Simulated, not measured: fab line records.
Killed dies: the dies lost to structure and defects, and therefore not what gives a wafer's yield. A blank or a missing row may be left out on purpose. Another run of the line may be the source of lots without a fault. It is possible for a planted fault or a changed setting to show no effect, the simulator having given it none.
fab line records / flow nandHarc
[record] lots = 14 wafers = 38 lastDay = 31
route steps=1302 shown A_BONDPAD@1230 HYBRID_BOND@1242 THIN_TSV@1244
lots with no fault: from the same line, run without faults
startH: hours from the record's opening day to when the first of the lot's shown wafers began / waitH: hours from the lot's prior step to this one / " same as the row above / L1.1+2: several wafers, shown together as one row / - value missing, or start not given / * or withheld: withheld / < > ~ a bound
route shown NAME@n: names a module that has steps shown in the file, with the first one's number in the route / usual: mean/standard deviation taken from wafers without a fault / same: alike in all rows / chamber/n: place in a boat / sites: per-site readings / _std_site: their standard deviation / _edge_site: inner sites' mean taken away from outer sites' mean / radiusMm: how far each site lies from the wafer's centre / mask NAME#n: copy n / behind: the tool/chamber that last shaped the wafer / hold: reason for holding the lot/hours on hold/outcome of the hold / device: which transistor (n, p or np) failed to switch / end of line: at the end of the route, the tests of the same wafers / where a step has no rows: the recipe by itself / killed: dies that structure and defects cost at the first sort, which is not the same as the wafer's yield / map: per-die view of a wafer (x killed, . not killed, _ where there is no die)
set.NAME: the setting the step ran with; set.NAME@STEP: the setting that earlier step ran with / model.NAME: the simulator's own value behind a step, which no gauge read
one table for each step of the route and one row for each wafer, over a sample of lots
services: a tool's chamber out of use, with start hour (startH, from the record's first day; less than 0 if before it), hours out, and reason
[[steps]]
[step NHARC_A_BONDPAD_ANNEAL_28]
[recipe] tempC = 225 timeS = 90
[usual] annealTempC = 225.03/0.18 wafer_temp_C_max = 225.55/0.19
lot.wafer=L757.2 tool=rtpAnneal-02 chamber=0 startH=552.36 waitH=0.4 annealTempC=224.90 wafer_temp_C_max=225.83
lot.wafer=L757.3 tool=rtpAnneal-02 chamber=0 startH=552.36 waitH=0.4 annealTempC=225.21 wafer_temp_C_max=225.73
lot.wafer=L757.6 tool=rtpAnneal-02 chamber=0 startH=552.36 waitH=0.4 annealTempC=224.98 wafer_temp_C_max=225.54
lot.wafer=L760.2 tool=rtpAnneal-01 chamber=0 startH=554.36 waitH=- annealTempC=225.03 wafer_temp_C_max=225.68
lot.wafer=L760.4 tool=rtpAnneal-01 chamber=0 startH=554.36 waitH=- annealTempC=224.99 wafer_temp_C_max=225.81
lot.wafer=L760.5 tool=rtpAnneal-01 chamber=0 startH=554.36 waitH=- annealTempC=224.93 wafer_temp_C_max=225.85
lot.wafer=L761.2 tool=rtpAnneal-01 chamber=0 startH=580.15 waitH=- annealTempC=224.83 wafer_temp_C_max=225.64
lot.wafer=L761.5 tool=rtpAnneal-01 chamber=0 startH=580.15 waitH=- annealTempC=225.18 wafer_temp_C_max=225.15
lot.wafer=L761.6 tool=rtpAnneal-01 chamber=0 startH=580.15 waitH=- annealTempC=225.04 wafer_temp_C_max=225.60
lot.wafer=L763.1 tool=rtpAnneal-02 chamber=0 startH=590.82 waitH=0.3 annealTempC=225.15 wafer_temp_C_max=225.40
lot.wafer=L763.2 tool=rtpAnneal-02 chamber=0 startH=590.82 waitH=0.3 annealTempC=224.80 wafer_temp_C_max=225.41
lot.wafer=L763.4 tool=rtpAnneal-02 chamber=0 startH=590.82 waitH=0.3 annealTempC=224.93 wafer_temp_C_max=225.64
lot.wafer=L764.2 tool=rtpAnneal-02 chamber=0 startH=610.14 waitH=- annealTempC=224.95 wafer_temp_C_max=225.70
lot.wafer=L764.3 tool=rtpAnneal-02 chamber=0 startH=610.14 waitH=- annealTempC=224.85 wafer_temp_C_max=225.32
lot.wafer=L764.5 tool=rtpAnneal-02 chamber=0 startH=610.14 waitH=- annealTempC=224.57 wafer_temp_C_max=225.22
lot.wafer=L765.2 tool=rtpAnneal-02 chamber=0 startH=616.24 waitH=- annealTempC=224.91 wafer_temp_C_max=225.61
lot.wafer=L765.4 tool=rtpAnneal-02 chamber=0 startH=616.24 waitH=- annealTempC=225.18 wafer_temp_C_max=225.57
lot.wafer=L765.6 tool=rtpAnneal-02 chamber=0 startH=616.24 waitH=- annealTempC=224.86 wafer_temp_C_max=225.42
lot.wafer=L766.1 tool=rtpAnneal-02 chamber=0 startH=621.17 waitH=- annealTempC=224.91 wafer_temp_C_max=225.14
lot.wafer=L766.2 tool=rtpAnneal-02 chamber=0 startH=621.17 waitH=- annealTempC=225.24 wafer_temp_C_max=225.72
lot.wafer=L766.6 tool=rtpAnneal-02 chamber=0 startH=621.17 waitH=- annealTempC=225.05 wafer_temp_C_max=225.39
lot.wafer=L767.4 tool=rtpAnneal-02 chamber=0 startH=624.41 waitH=- annealTempC=225.03 wafer_temp_C_max=225.33
lot.wafer=L767.5 tool=rtpAnneal-02 chamber=0 startH=624.41 waitH=- annealTempC=224.91 wafer_temp_C_max=225.65
lot.wafer=L767.6 tool=rtpAnneal-02 chamber=0 startH=624.41 waitH=- annealTempC=225.02 wafer_temp_C_max=225.73
lot.wafer=L769.2 tool=rtpAnneal-01 chamber=0 startH=628.24 waitH=0.3 annealTempC=225.05 wafer_temp_C_max=225.43
lot.wafer=L769.5 tool=rtpAnneal-01 chamber=0 startH=628.24 waitH=0.3 annealTempC=225.20 wafer_temp_C_max=225.45
lot.wafer=L769.6 tool=rtpAnneal-01 chamber=0 startH=628.24 waitH=0.3 annealTempC=225.45 wafer_temp_C_max=225.84
lot.wafer=L770.2 tool=rtpAnneal-02 chamber=0 startH=665.72 waitH=0.3 annealTempC=224.99 wafer_temp_C_max=225.36
lot.wafer=L770.5 tool=rtpAnneal-02 chamber=0 startH=665.72 waitH=0.3 annealTempC=224.72 wafer_temp_C_max=225.74
lot.wafer=L770.6 tool=rtpAnneal-02 chamber=0 startH=665.72 waitH=0.3 annealTempC=224.64 wafer_temp_C_max=225.47
lot.wafer=L771.1 tool=rtpAnneal-02 chamber=0 startH=670.09 waitH=0.3 annealTempC=224.88 wafer_temp_C_max=225.49
lot.wafer=L771.4 tool=rtpAnneal-02 chamber=0 startH=670.09 waitH=0.3 annealTempC=224.92 wafer_temp_C_max=225.49
lot.wafer=L771.6 tool=rtpAnneal-02 chamber=0 startH=670.09 waitH=0.3 annealTempC=224.93 wafer_temp_C_max=225.73
lot.wafer=L772.1 tool=rtpAnneal-02 chamber=0 startH=671.48 waitH=0.3 annealTempC=225.37 wafer_temp_C_max=225.88
lot.wafer=L772.2 tool=rtpAnneal-02 chamber=0 startH=671.48 waitH=0.3 annealTempC=225.06 wafer_temp_C_max=225.87
lot.wafer=L772.5 tool=rtpAnneal-02 chamber=0 startH=671.48 waitH=0.3 annealTempC=225.13 wafer_temp_C_max=225.66
lot.wafer=L775.6 tool=rtpAnneal-01 chamber=0 startH=714.98 waitH=0.4 annealTempC=224.94 wafer_temp_C_max=225.33
lot.wafer=L774.6 tool=rtpAnneal-01 chamber=0 startH=717.55 waitH=- annealTempC=225.13 wafer_temp_C_max=225.62
[step NHARC_HYBRID_BOND_OVL_MEAS_05]
[usual] overlayXNm = -2/34 overlayYNm = 0/34
lot.wafer=L757.2 tool=overlay-02 chamber=- startH=563.72 waitH=0.4 overlayXNm=3 overlayYNm=60
lot.wafer=L757.3 tool=overlay-02 chamber=- startH=563.72 waitH=0.4 overlayXNm=-2 overlayYNm=48
lot.wafer=L757.6 tool=overlay-02 chamber=- startH=563.72 waitH=0.4 overlayXNm=-25 overlayYNm=49
lot.wafer=L760.2 tool=overlay-01 chamber=- startH=563.72 waitH=0.4 overlayXNm=-28 overlayYNm=-3
lot.wafer=L760.4 tool=overlay-01 chamber=- startH=563.72 waitH=0.4 overlayXNm=1 overlayYNm=-37
lot.wafer=L760.5 tool=overlay-01 chamber=- startH=563.72 waitH=0.4 overlayXNm=60 overlayYNm=-4
lot.wafer=L761.2 tool=overlay-01 chamber=- startH=590.76 waitH=0.4 overlayXNm=-3 overlayYNm=6
lot.wafer=L761.5 tool=overlay-01 chamber=- startH=590.76 waitH=0.4 overlayXNm=-32 overlayYNm=-28
lot.wafer=L761.6 tool=overlay-01 chamber=- startH=590.76 waitH=0.4 overlayXNm=-30 overlayYNm=28
lot.wafer=L763.1 tool=overlay-01 chamber=- startH=601.16 waitH=0.4 overlayXNm=52 overlayYNm=-20
lot.wafer=L763.2 tool=overlay-01 chamber=- startH=601.16 waitH=0.4 overlayXNm=-29 overlayYNm=68
lot.wafer=L763.4 tool=overlay-01 chamber=- startH=601.16 waitH=0.4 overlayXNm=35 overlayYNm=29
lot.wafer=L764.2 tool=overlay-02 chamber=- startH=620.27 waitH=0.4 overlayXNm=29 overlayYNm=15
lot.wafer=L764.3 tool=overlay-02 chamber=- startH=620.27 waitH=0.4 overlayXNm=24 overlayYNm=-58
lot.wafer=L764.5 tool=overlay-02 chamber=- startH=620.27 waitH=0.4 overlayXNm=2 overlayYNm=20
lot.wafer=L765.2 tool=overlay-02 chamber=- startH=626.56 waitH=0.4 overlayXNm=43 overlayYNm=-44
lot.wafer=L765.4 tool=overlay-02 chamber=- startH=626.56 waitH=0.4 overlayXNm=-50 overlayYNm=20
lot.wafer=L765.6 tool=overlay-02 chamber=- startH=626.56 waitH=0.4 overlayXNm=-34 overlayYNm=-3
lot.wafer=L766.1 tool=overlay-01 chamber=- startH=631.75 waitH=0.4 overlayXNm=-52 overlayYNm=11
lot.wafer=L766.2 tool=overlay-01 chamber=- startH=631.75 waitH=0.4 overlayXNm=-46 overlayYNm=-11
lot.wafer=L766.6 tool=overlay-01 chamber=- startH=631.75 waitH=0.4 overlayXNm=-13 overlayYNm=-1
lot.wafer=L767.4 tool=overlay-02 chamber=- startH=631.75 waitH=0.4 overlayXNm=29 overlayYNm=36
lot.wafer=L767.5 tool=overlay-02 chamber=- startH=631.75 waitH=0.4 overlayXNm=-45 overlayYNm=-17
lot.wafer=L767.6 tool=overlay-02 chamber=- startH=631.75 waitH=0.4 overlayXNm=-86 overlayYNm=56
lot.wafer=L769.2 tool=overlay-02 chamber=- startH=638.90 waitH=0.4 overlayXNm=32 overlayYNm=10
lot.wafer=L769.5 tool=overlay-02 chamber=- startH=638.90 waitH=0.4 overlayXNm=-33 overlayYNm=22
lot.wafer=L769.6 tool=overlay-02 chamber=- startH=638.90 waitH=0.4 overlayXNm=-9 overlayYNm=14
lot.wafer=L770.2 tool=overlay-02 chamber=- startH=675.99 waitH=0.4 overlayXNm=8 overlayYNm=29
lot.wafer=L770.5 tool=overlay-02 chamber=- startH=675.99 waitH=0.4 overlayXNm=-20 overlayYNm=-8
lot.wafer=L770.6 tool=overlay-02 chamber=- startH=675.99 waitH=0.4 overlayXNm=-20 overlayYNm=-42
lot.wafer=L771.1 tool=overlay-02 chamber=- startH=681.03 waitH=0.4 overlayXNm=14 overlayYNm=1
lot.wafer=L771.4 tool=overlay-02 chamber=- startH=681.03 waitH=0.4 overlayXNm=16 overlayYNm=25
lot.wafer=L771.6 tool=overlay-02 chamber=- startH=681.03 waitH=0.4 overlayXNm=26 overlayYNm=59
lot.wafer=L772.1 tool=overlay-01 chamber=- startH=681.03 waitH=0.4 overlayXNm=2 overlayYNm=5
lot.wafer=L772.2 tool=overlay-01 chamber=- startH=681.03 waitH=0.4 overlayXNm=11 overlayYNm=-62
lot.wafer=L772.5 tool=overlay-01 chamber=- startH=681.03 waitH=0.4 overlayXNm=-82 overlayYNm=14
lot.wafer=L775.6 tool=overlay-02 chamber=- startH=724.49 waitH=0.4 overlayXNm=-34 overlayYNm=-85
lot.wafer=L774.6 tool=overlay-02 chamber=- startH=724.50 waitH=0.4 overlayXNm=-11 overlayYNm=15
[step NHARC_THIN_TSV_GRIND_00]
[recipe] targetThkUm = 6
[usual] motorCurrentA = 12.001/0.022
lot.wafer=L757.2 tool=grinder-01 chamber=0 startH=564.12 waitH=0.3 motorCurrentA=12.034
lot.wafer=L757.3 tool=grinder-01 chamber=0 startH=564.12 waitH=0.3 motorCurrentA=11.999
lot.wafer=L757.6 tool=grinder-01 chamber=0 startH=564.12 waitH=0.3 motorCurrentA=12.007
lot.wafer=L760.2 tool=grinder-01 chamber=0 startH=565.33 waitH=1.6 motorCurrentA=11.983
lot.wafer=L760.4 tool=grinder-01 chamber=0 startH=565.33 waitH=1.6 motorCurrentA=12.020
lot.wafer=L760.5 tool=grinder-01 chamber=0 startH=565.33 waitH=1.6 motorCurrentA=11.974
lot.wafer=L761.2 tool=grinder-01 chamber=0 startH=591.17 waitH=0.3 motorCurrentA=12.002
lot.wafer=L761.5 tool=grinder-01 chamber=0 startH=591.17 waitH=0.3 motorCurrentA=11.975
lot.wafer=L761.6 tool=grinder-01 chamber=0 startH=591.17 waitH=0.3 motorCurrentA=11.964
lot.wafer=L763.1 tool=grinder-01 chamber=0 startH=601.37 waitH=0.1 motorCurrentA=11.969
lot.wafer=L763.2 tool=grinder-01 chamber=0 startH=601.37 waitH=0.1 motorCurrentA=11.976
lot.wafer=L763.4 tool=grinder-01 chamber=0 startH=601.37 waitH=0.1 motorCurrentA=12.007
lot.wafer=L764.2 tool=grinder-01 chamber=0 startH=620.67 waitH=0.3 motorCurrentA=12.018
lot.wafer=L764.3 tool=grinder-01 chamber=0 startH=620.67 waitH=0.3 motorCurrentA=12.028
lot.wafer=L764.5 tool=grinder-01 chamber=0 startH=620.67 waitH=0.3 motorCurrentA=11.990
lot.wafer=L765.2 tool=grinder-01 chamber=0 startH=626.96 waitH=0.3 motorCurrentA=11.946
lot.wafer=L765.4 tool=grinder-01 chamber=0 startH=626.96 waitH=0.3 motorCurrentA=11.965
lot.wafer=L765.6 tool=grinder-01 chamber=0 startH=626.96 waitH=0.3 motorCurrentA=12.009
lot.wafer=L767.4 tool=grinder-01 chamber=0 startH=632.56 waitH=0.7 motorCurrentA=11.976
lot.wafer=L767.5 tool=grinder-01 chamber=0 startH=632.56 waitH=0.7 motorCurrentA=12.037
lot.wafer=L767.6 tool=grinder-01 chamber=0 startH=632.56 waitH=0.7 motorCurrentA=11.976
lot.wafer=L766.1 tool=grinder-01 chamber=0 startH=633.17 waitH=1.4 motorCurrentA=12.016
lot.wafer=L766.2 tool=grinder-01 chamber=0 startH=633.17 waitH=1.4 motorCurrentA=11.990
lot.wafer=L766.6 tool=grinder-01 chamber=0 startH=633.17 waitH=1.4 motorCurrentA=12.020
lot.wafer=L769.2 tool=grinder-01 chamber=0 startH=639.30 waitH=0.3 motorCurrentA=12.009
lot.wafer=L769.5 tool=grinder-01 chamber=0 startH=639.30 waitH=0.3 motorCurrentA=12.057
lot.wafer=L769.6 tool=grinder-01 chamber=0 startH=639.30 waitH=0.3 motorCurrentA=11.983
lot.wafer=L770.2 tool=grinder-01 chamber=0 startH=676.39 waitH=0.3 motorCurrentA=11.995
lot.wafer=L770.5 tool=grinder-01 chamber=0 startH=676.39 waitH=0.3 motorCurrentA=11.957
lot.wafer=L770.6 tool=grinder-01 chamber=0 startH=676.39 waitH=0.3 motorCurrentA=12.012
lot.wafer=L772.1 tool=grinder-01 chamber=0 startH=681.23 waitH=0.1 motorCurrentA=11.983
lot.wafer=L772.2 tool=grinder-01 chamber=0 startH=681.23 waitH=0.1 motorCurrentA=11.993
lot.wafer=L772.5 tool=grinder-01 chamber=0 startH=681.23 waitH=0.1 motorCurrentA=11.989
lot.wafer=L771.1 tool=grinder-01 chamber=0 startH=682.44 waitH=1.4 motorCurrentA=12.014
lot.wafer=L771.4 tool=grinder-01 chamber=0 startH=682.44 waitH=1.4 motorCurrentA=12.016
lot.wafer=L771.6 tool=grinder-01 chamber=0 startH=682.44 waitH=1.4 motorCurrentA=11.963
lot.wafer=L775.6 tool=grinder-01 chamber=0 startH=725.69 waitH=1.1 motorCurrentA=12.010
lot.wafer=L774.6 tool=grinder-01 chamber=0 startH=728.11 waitH=3.5 motorCurrentA=11.983
[step NHARC_THIN_TSV_THK_MEAS_02]
[recipe] thkMeasGauge = ir
[usual] thkNm = 2991/250
lot.wafer=L757.2 tool=filmMetro-01 chamber=- startH=565.43 waitH=- thkNm=3378
lot.wafer=L757.3 tool=filmMetro-01 chamber=- startH=565.43 waitH=- thkNm=3422
lot.wafer=L757.6 tool=filmMetro-01 chamber=- startH=565.43 waitH=- thkNm=3144
lot.wafer=L760.2 tool=filmMetro-02 chamber=- startH=566.63 waitH=0.2 thkNm=2792
lot.wafer=L760.4 tool=filmMetro-02 chamber=- startH=566.63 waitH=0.2 thkNm=2792
lot.wafer=L760.5 tool=filmMetro-02 chamber=- startH=566.63 waitH=0.2 thkNm=2806
lot.wafer=L761.2 tool=filmMetro-02 chamber=- startH=592.47 waitH=- thkNm=3073
lot.wafer=L761.5 tool=filmMetro-02 chamber=- startH=592.47 waitH=- thkNm=3016
lot.wafer=L761.6 tool=filmMetro-02 chamber=- startH=592.47 waitH=- thkNm=2966
lot.wafer=L763.1 tool=filmMetro-01 chamber=- startH=602.86 waitH=0.2 thkNm=3000
lot.wafer=L763.2 tool=filmMetro-01 chamber=- startH=602.86 waitH=0.2 thkNm=2798
lot.wafer=L763.4 tool=filmMetro-01 chamber=- startH=602.86 waitH=0.2 thkNm=2597
lot.wafer=L764.2 tool=filmMetro-02 chamber=- startH=621.95 waitH=- thkNm=3064
lot.wafer=L764.3 tool=filmMetro-02 chamber=- startH=621.95 waitH=- thkNm=2908
lot.wafer=L764.5 tool=filmMetro-02 chamber=- startH=621.95 waitH=- thkNm=3029
lot.wafer=L765.2 tool=filmMetro-02 chamber=- startH=628.24 waitH=0.2 thkNm=3230
lot.wafer=L765.4 tool=filmMetro-02 chamber=- startH=628.24 waitH=0.2 thkNm=2986
lot.wafer=L765.6 tool=filmMetro-02 chamber=- startH=628.24 waitH=0.2 thkNm=3074
lot.wafer=L767.4 tool=filmMetro-02 chamber=- startH=633.46 waitH=- thkNm=3531
lot.wafer=L767.5 tool=filmMetro-02 chamber=- startH=633.46 waitH=- thkNm=3445
lot.wafer=L767.6 tool=filmMetro-02 chamber=- startH=633.46 waitH=- thkNm=3521
lot.wafer=L766.1 tool=filmMetro-02 chamber=- startH=634.64 waitH=- thkNm=2648
lot.wafer=L766.2 tool=filmMetro-02 chamber=- startH=634.64 waitH=- thkNm=2430
lot.wafer=L766.6 tool=filmMetro-02 chamber=- startH=634.64 waitH=- thkNm=2737
lot.wafer=L769.2 tool=filmMetro-01 chamber=- startH=640.58 waitH=0.2 thkNm=3188
lot.wafer=L769.5 tool=filmMetro-01 chamber=- startH=640.58 waitH=0.2 thkNm=3396
lot.wafer=L769.6 tool=filmMetro-01 chamber=- startH=640.58 waitH=0.2 thkNm=3004
lot.wafer=L770.2 tool=filmMetro-01 chamber=- startH=677.66 waitH=0.2 thkNm=2720
lot.wafer=L770.5 tool=filmMetro-01 chamber=- startH=677.66 waitH=0.2 thkNm=2874
lot.wafer=L770.6 tool=filmMetro-01 chamber=- startH=677.66 waitH=0.2 thkNm=3142
lot.wafer=L772.1 tool=filmMetro-01 chamber=- startH=682.72 waitH=- thkNm=2839
lot.wafer=L772.2 tool=filmMetro-01 chamber=- startH=682.72 waitH=- thkNm=3427
lot.wafer=L772.5 tool=filmMetro-01 chamber=- startH=682.72 waitH=- thkNm=3010
lot.wafer=L771.1 tool=filmMetro-01 chamber=- startH=683.92 waitH=- thkNm=2733
lot.wafer=L771.4 tool=filmMetro-01 chamber=- startH=683.92 waitH=- thkNm=2818
lot.wafer=L771.6 tool=filmMetro-01 chamber=- startH=683.92 waitH=- thkNm=2760
lot.wafer=L775.6 tool=filmMetro-01 chamber=- startH=726.19 waitH=- thkNm=1
lot.wafer=L774.6 tool=filmMetro-02 chamber=- startH=728.60 waitH=0.1 thkNm=1
[step NHARC_THIN_TSV_DEP_43]
[recipe] targetThkA = 13285 tempC = withheld pressureTorr = 6.5 rfW = 900 teosFlowSccm = 161.4 flowSccm = 2650 targetThkNm = 1328.5 gas = O2 material = SiO2
[usual] showerheadVppV = 1811/53 throttleValvePct = 16.2/0.43
lot.wafer=L757.3 tool=pecvd-03 chamber=1 startH=565.69 waitH=- showerheadVppV=1821 throttleValvePct=15.9
lot.wafer=L757.2 tool=pecvd-03 chamber=2 startH=565.69 waitH=- showerheadVppV=1711 throttleValvePct=16.1
lot.wafer=L757.6 tool=pecvd-03 chamber=2 startH=565.69 waitH=- showerheadVppV=1735 throttleValvePct=16.0
lot.wafer=L760.2 tool=pecvd-01 chamber=1 startH=566.89 waitH=- showerheadVppV=1818 throttleValvePct=16.5
lot.wafer=L760.5 tool=pecvd-01 chamber=0 startH=566.89 waitH=- showerheadVppV=1807 throttleValvePct=16.4
lot.wafer=L760.4 tool=pecvd-01 chamber=2 startH=566.89 waitH=- showerheadVppV=1813 throttleValvePct=15.4
lot.wafer=L761.2 tool=pecvd-03 chamber=2 startH=592.78 waitH=- showerheadVppV=1759 throttleValvePct=16.1
lot.wafer=L761.5 tool=pecvd-03 chamber=1 startH=592.78 waitH=- showerheadVppV=1803 throttleValvePct=16.2
lot.wafer=L761.6 tool=pecvd-03 chamber=2 startH=592.78 waitH=- showerheadVppV=1749 throttleValvePct=16.2
lot.wafer=L763.2 tool=pecvd-03 chamber=0 startH=603.08 waitH=- showerheadVppV=1885 throttleValvePct=16.9
lot.wafer=L763.1 tool=pecvd-03 chamber=1 startH=603.08 waitH=- showerheadVppV=1811 throttleValvePct=16.0
lot.wafer=L763.4 tool=pecvd-03 chamber=1 startH=603.08 waitH=- showerheadVppV=1835 throttleValvePct=16.1
lot.wafer=L764.3 tool=pecvd-03 chamber=2 startH=622.22 waitH=- showerheadVppV=1715 throttleValvePct=16.2
lot.wafer=L764.2 tool=pecvd-03 chamber=0 startH=622.22 waitH=- showerheadVppV=1862 throttleValvePct=16.8
lot.wafer=L764.5 tool=pecvd-03 chamber=2 startH=622.22 waitH=- showerheadVppV=1756 throttleValvePct=15.8
lot.wafer=L765.2 tool=pecvd-03 chamber=1 startH=628.55 waitH=- showerheadVppV=1792 throttleValvePct=16.2
lot.wafer=L765.4 tool=pecvd-03 chamber=0 startH=628.55 waitH=- showerheadVppV=1895 throttleValvePct=16.8
lot.wafer=L765.6 tool=pecvd-03 chamber=1 startH=628.55 waitH=- showerheadVppV=1804 throttleValvePct=16.3
lot.wafer=L767.4 tool=pecvd-03 chamber=0 startH=633.81 waitH=- showerheadVppV=1891 throttleValvePct=16.6
lot.wafer=L767.5 tool=pecvd-03 chamber=1 startH=633.81 waitH=- showerheadVppV=1788 throttleValvePct=16.2
lot.wafer=L767.6 tool=pecvd-03 chamber=2 startH=633.81 waitH=- showerheadVppV=1736 throttleValvePct=16.1
lot.wafer=L766.2 tool=pecvd-04 chamber=0 startH=634.95 waitH=- showerheadVppV=1717 throttleValvePct=15.9
lot.wafer=L766.1 tool=pecvd-04 chamber=1 startH=634.95 waitH=- showerheadVppV=1854 throttleValvePct=15.9
lot.wafer=L766.6 tool=pecvd-04 chamber=0 startH=634.95 waitH=- showerheadVppV=1749 throttleValvePct=16.0
lot.wafer=L769.2 tool=pecvd-03 chamber=0 startH=640.89 waitH=- showerheadVppV=1882 throttleValvePct=16.7
lot.wafer=L769.5 tool=pecvd-03 chamber=2 startH=640.89 waitH=- showerheadVppV=1750 throttleValvePct=16.2
lot.wafer=L769.6 tool=pecvd-03 chamber=0 startH=640.89 waitH=- showerheadVppV=1881 throttleValvePct=16.9
lot.wafer=L770.2 tool=pecvd-03 chamber=0 startH=678.12 waitH=- showerheadVppV=1867 throttleValvePct=17.1
lot.wafer=L770.5 tool=pecvd-03 chamber=0 startH=678.12 waitH=- showerheadVppV=1861 throttleValvePct=17.0
lot.wafer=L770.6 tool=pecvd-03 chamber=2 startH=678.12 waitH=- showerheadVppV=1703 throttleValvePct=16.3
lot.wafer=L772.2 tool=pecvd-03 chamber=0 startH=682.99 waitH=- showerheadVppV=1874 throttleValvePct=17.0
lot.wafer=L772.1 tool=pecvd-03 chamber=1 startH=682.99 waitH=- showerheadVppV=1818 throttleValvePct=15.8
lot.wafer=L772.5 tool=pecvd-03 chamber=0 startH=682.99 waitH=- showerheadVppV=1888 throttleValvePct=17.0
lot.wafer=L771.1 tool=pecvd-04 chamber=2 startH=684.23 waitH=- showerheadVppV=1850 throttleValvePct=15.7
lot.wafer=L771.6 tool=pecvd-04 chamber=2 startH=684.23 waitH=- showerheadVppV=1819 throttleValvePct=16.0
lot.wafer=L771.4 tool=pecvd-04 chamber=0 startH=684.23 waitH=- showerheadVppV=1764 throttleValvePct=16.2
lot.wafer=L775.6 tool=pecvd-03 chamber=1 startH=726.58 waitH=- showerheadVppV=1775 throttleValvePct=16.5
lot.wafer=L774.6 tool=pecvd-04 chamber=0 startH=729.00 waitH=- showerheadVppV=1747 throttleValvePct=16.1
[[services]]
tool=pecvd-03 chamber=- startH=547.00 hours=13.0 kind=pm
tool=pecvd-03 chamber=0 startH=547.00 hours=13.0 kind=ventCycle
tool=pecvd-03 chamber=1 startH=547.00 hours=13.0 kind=ventCycle
tool=pecvd-03 chamber=2 startH=547.00 hours=13.0 kind=ventCycle
tool=grinder-01 chamber=- startH=557.99 hours=0.2 kind=repair
tool=pecvd-03 chamber=0 startH=560.00 hours=- kind=clean
tool=pecvd-03 chamber=1 startH=560.00 hours=- kind=clean
tool=pecvd-03 chamber=2 startH=560.00 hours=- kind=clean
tool=pecvd-04 chamber=2 startH=598.35 hours=15.3 kind=repair
tool=pecvd-03 chamber=- startH=598.92 hours=0.6 kind=repair
tool=pecvd-04 chamber=0 startH=599.22 hours=4.9 kind=repair
tool=pecvd-04 chamber=- startH=660.05 hours=0.6 kind=repair
tool=pecvd-04 chamber=- startH=671.23 hours=13.0 kind=pm
tool=pecvd-04 chamber=0 startH=671.23 hours=13.0 kind=ventCycle
tool=pecvd-04 chamber=1 startH=671.23 hours=13.0 kind=ventCycle
tool=pecvd-04 chamber=2 startH=671.23 hours=13.0 kind=ventCycle
tool=pecvd-01 chamber=- startH=673.48 hours=13.0 kind=pm
tool=pecvd-04 chamber=0 startH=684.23 hours=- kind=clean
tool=pecvd-04 chamber=0 startH=693.89 hours=2.6 kind=repair
tool=pecvd-04 chamber=- startH=697.56 hours=0.3 kind=repair
tool=pecvd-03 chamber=- startH=728.00 hours=13.0 kind=pm
tool=pecvd-03 chamber=0 startH=728.00 hours=13.0 kind=ventCycle
tool=pecvd-03 chamber=1 startH=728.00 hours=13.0 kind=ventCycle
tool=pecvd-03 chamber=2 startH=728.00 hours=13.0 kind=ventCycle
[[key]]
[firstSign] step = NHARC_THIN_TSV_THK_MEAS_02 reading = thkNm direction = down sigmas = 12 usual = 2991 struck = 1
effect none on later readings
metAt NHARC_THIN_TSV_GRIND_00
struckLots L774,L775
laterRowsLeftOut L774.6,L775.6
sortLeftOut L774.6,L775.6
notActingAt NHARC_A_BONDPAD_ANNEAL_28,NHARC_HYBRID_BOND_OVL_MEAS_05,NHARC_THIN_TSV_DEP_43
onsetBetween 682.44 725.69
alsoFits time
[fault] kind = processParameterDrift tool = grinder-01 chamber = - onsetH = 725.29 steps = NHARC_THIN_TSV_GRIND_00 channel = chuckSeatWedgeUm offset = 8 shape = step endH = 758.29
// sortLeftOut: the simulated sort isn't trusted on such a fault, so these wafers' sort isn't shown, and their yield isn't known
// laterRowsLeftOut: the simulator's readings of these wafers behind a module that went badly wrong aren't trusted and aren't shown, but for the sort
